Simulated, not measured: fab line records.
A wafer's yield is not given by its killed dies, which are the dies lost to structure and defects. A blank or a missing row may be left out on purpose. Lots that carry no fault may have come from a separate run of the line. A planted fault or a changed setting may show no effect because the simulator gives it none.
Chamber matching -- flow nandHarc -- rieDiel-03 running NHARC_P_M0_DESCUM_14: 4 sister chambers
The step chemistry O2, time 3 s. 4 wafers are shown with their chamber, then 9 later ones without.

EACH WAFER AND ITS CHAMBER
wafer,chamber,drypumpMotorCurrentA (A)
L116.5,2,6.0
L123.4,1,6.6
L123.6,0,5.1
L126.6,3,6.2

WAFERS MISSING THEIR CHAMBER
wafer,drypumpMotorCurrentA (A)
L132.2,6.2
L132.3,6.0
L132.4,6.7
L133.1,5.1
L133.2,6.2
L133.3,6.7
L135.2,6.2
L135.4,6.2
L135.6,6.0

THE CHAMBER EACH PASSED THROUGH
wafer,from the rows above,in truth
L132.2,3,3
L132.3,2,2
L132.4,1,1
L133.1,0,0
L133.2,3,3
L133.3,1,1
L135.2,3,3
L135.4,3,3
L135.6,2,2
9 of 9 placed correctly. From these rows, 0 cannot be placed. 0 placed wrongly.
How it was worked out, from the rows above alone: a wafer's distance from a chamber is the root of the sum, over the readings, of the square of ((its reading less the chamber's mean) divided by the reading's scatter). The wafer belongs to the nearest chamber; if the next one is less than 2 further off, it can't be placed. A chamber's mean is the mean of its shown wafers. The scatter (one wafer shown for each chamber): square how far every hidden wafer sits from the nearest shown wafer, average those squares and take the square root.
